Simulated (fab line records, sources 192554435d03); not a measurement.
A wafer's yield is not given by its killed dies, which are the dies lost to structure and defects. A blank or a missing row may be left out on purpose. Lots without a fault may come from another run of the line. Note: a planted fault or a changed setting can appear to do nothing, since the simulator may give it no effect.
Split-lot study || flow n5-finfet || route with 1938 steps; 7 lots, 21 wafers read

## THE SPLIT ITSELF
At N5_PMOS_HMC_CHANNEL_EPI_PEB_07 (peb time 60 s), the setting peb-time-s was moved away from the recipe's 60 s on 7 of the 21 wafers read, by -13.7% to +14.3%. The other wafers ran this setting at the recipe's value.

## BETWEEN THE SPLIT AND THE READING: the file shows 1 step in between
- N5_PMOS_HMC_CHANNEL_EPI_DEVELOP_08: develop time 30 s (also split here: develop-time-s)

## THE READING
cd-nm (nm) at N5_PMOS_HMC_CHANNEL_EPI_CD_MEAS_09, where the cd target is 237.4 nm. A value of 237.1 nm with a standard deviation of 0.95 nm is what fault-free wafers of this fab line usually give.

{"wafer": "L075.1", "tool, chamber at the split": "litho-track-04, 0", "peb-time-s as run, s": 60, "against the recipe": "recipe", "cd-nm, nm": 234.7, "against lot-mates on the recipe": "-"}
{"wafer": "L075.3", "tool, chamber at the split": "litho-track-04, 0", "peb-time-s as run, s": 60, "against the recipe": "recipe", "cd-nm, nm": 236.1, "against lot-mates on the recipe": "-"}
{"wafer": "L075.4", "tool, chamber at the split": "litho-track-04, 0", "peb-time-s as run, s": 60, "against the recipe": "recipe", "cd-nm, nm": 235.6, "against lot-mates on the recipe": "-"}
{"wafer": "L078.1", "tool, chamber at the split": "litho-track-01, 0", "peb-time-s as run, s": 60, "against the recipe": "recipe", "cd-nm, nm": 237.2, "against lot-mates on the recipe": "-"}
{"wafer": "L078.2", "tool, chamber at the split": "litho-track-01, 0", "peb-time-s as run, s": 60, "against the recipe": "recipe", "cd-nm, nm": 236.5, "against lot-mates on the recipe": "-"}
{"wafer": "L078.6", "tool, chamber at the split": "litho-track-01, 0", "peb-time-s as run, s": 60, "against the recipe": "recipe", "cd-nm, nm": 236.0, "against lot-mates on the recipe": "-"}
{"wafer": "L085.1", "tool, chamber at the split": "litho-track-01, 0", "peb-time-s as run, s": 65.06, "against the recipe": "+8.4%", "cd-nm, nm": 239.9, "against lot-mates on the recipe": "+2.1"}
{"wafer": "L085.5", "tool, chamber at the split": "litho-track-01, 0", "peb-time-s as run, s": 60, "against the recipe": "recipe", "cd-nm, nm": 239.0, "against lot-mates on the recipe": "-"}
{"wafer": "L085.6", "tool, chamber at the split": "litho-track-01, 0", "peb-time-s as run, s": 60, "against the recipe": "recipe", "cd-nm, nm": 236.6, "against lot-mates on the recipe": "-"}
{"wafer": "L087.3", "tool, chamber at the split": "litho-track-04, 0", "peb-time-s as run, s": 60, "against the recipe": "recipe", "cd-nm, nm": 236.5, "against lot-mates on the recipe": "-"}
{"wafer": "L087.4", "tool, chamber at the split": "litho-track-04, 0", "peb-time-s as run, s": 60, "against the recipe": "recipe", "cd-nm, nm": 237.5, "against lot-mates on the recipe": "-"}
{"wafer": "L087.6", "tool, chamber at the split": "litho-track-04, 0", "peb-time-s as run, s": 60, "against the recipe": "recipe", "cd-nm, nm": 237.6, "against lot-mates on the recipe": "-"}
{"wafer": "L092.1", "tool, chamber at the split": "litho-track-01, 0", "peb-time-s as run, s": 60, "against the recipe": "recipe", "cd-nm, nm": 238.6, "against lot-mates on the recipe": "-"}
{"wafer": "L092.3", "tool, chamber at the split": "litho-track-01, 0", "peb-time-s as run, s": 51.8, "against the recipe": "-13.7%", "cd-nm, nm": 230.7, "against lot-mates on the recipe": -7.9}
{"wafer": "L092.6", "tool, chamber at the split": "litho-track-01, 0", "peb-time-s as run, s": 51.8, "against the recipe": "-13.7%", "cd-nm, nm": 231.3, "against lot-mates on the recipe": -7.3}
{"wafer": "L093.3", "tool, chamber at the split": "litho-track-02, 0", "peb-time-s as run, s": 68.61, "against the recipe": "+14.3%", "cd-nm, nm": 241.9, "against lot-mates on the recipe": "+4.5"}
{"wafer": "L093.4", "tool, chamber at the split": "litho-track-02, 0", "peb-time-s as run, s": 68.61, "against the recipe": "+14.3%", "cd-nm, nm": 242.7, "against lot-mates on the recipe": "+5.3"}
{"wafer": "L093.6", "tool, chamber at the split": "litho-track-02, 0", "peb-time-s as run, s": 60, "against the recipe": "recipe", "cd-nm, nm": 237.4, "against lot-mates on the recipe": "-"}
{"wafer": "L097.3", "tool, chamber at the split": "litho-track-02, 0", "peb-time-s as run, s": 56.46, "against the recipe": "-5.9%", "cd-nm, nm": 236.8, "against lot-mates on the recipe": "+0.1"}
{"wafer": "L097.5", "tool, chamber at the split": "litho-track-02, 0", "peb-time-s as run, s": 60, "against the recipe": "recipe", "cd-nm, nm": 236.7, "against lot-mates on the recipe": "-"}
{"wafer": "L097.6", "tool, chamber at the split": "litho-track-02, 0", "peb-time-s as run, s": 56.46, "against the recipe": "-5.9%", "cd-nm, nm": 235.6, "against lot-mates on the recipe": -1.1}

THE FIT
A straight line over all 21 wafers: cd-nm changes by +0.378 nm for each +1% of peb-time-s; r = +0.92; the points scatter about the line by 1.1 nm.
The same after taking each lot's own level away (the mean of its wafers on the recipe; 21 wafers): +0.401 nm for each +1%; r = +0.93; scatter 1.1 nm.
According to that fit, moving peb-time-s by its largest amount changes the reading by 5.8 nm.
The span of the lots' own levels, 235.47 to 238.60 nm, comes to 3.3 times the standard deviation stated above.
So the lot-to-lot level changes the slope little: the two slopes agree.
Check: +6 nm against its lot-mates is what the line predicts for one of the wafers moved furthest among these (+14.3%) when that wafer is left out of the fit. Against them it came out at +4.5 nm.

## THE OTHER SPLITS THESE WAFERS WENT THROUGH
Note: prior to the reading, these wafers also went through further splits. Each is held against what the fit with the lots' levels taken away leaves over:
{"other split on the same wafers": "N5_PMOS_HMC_CHANNEL_EPI_DEVELOP_08 develop-time-s", "wafers away from the commonest value": 7, "r with cd-nm (lot level and that fit taken away)": "+0.25"}

## THE WHOLE CHAIN: every reading that the file lists as answering this split, in the file's order
{"step": "N5_PMOS_HMC_CHANNEL_EPI_CD_MEAS_09", "what it does": "target cd 237.4 nm", "reading": "cd-nm", "change (the file's fit)": "+0.388 nm for each +1% of the setting", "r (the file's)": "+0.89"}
{"step": "N5_PMOS_HMC_CHANNEL_EPI_DESCUM_14", "what it does": "chemistry O2, time 7.9 s", "reading": "PMOS_HMC_CHANNEL_EPI.cd-nm (the simulator's own value, which no gauge read)", "change (the file's fit)": "+0.379 nm for each +1% of the setting", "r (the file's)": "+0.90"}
{"step": "N5_PMOS_HMC_CHANNEL_EPI_ETCH_32", "what it does": "etches BARC in N2/H2, stops on SiO2, target depth 85.8 nm, time 50.3 s", "reading": "PMOS_HMC_CHANNEL_EPI.cd-nm (the simulator's own value, which no gauge read)", "change (the file's fit)": "+0.35 nm for each +1% of the setting", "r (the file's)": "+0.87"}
{"step": "N5_PMOS_HMC_CHANNEL_EPI_FIN_RECESS_16", "what it does": "chemistry HBr/Cl2, target Si, target depth 54 nm, time 18 s", "reading": "PMOS_HMC_CHANNEL_EPI.cd-nm (the simulator's own value, which no gauge read)", "change (the file's fit)": "+0.345 nm for each +1% of the setting", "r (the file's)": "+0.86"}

## FILE'S OWN FIT
cd-nm changes by +0.388 nm for each +1% of peb-time-s, r = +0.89.
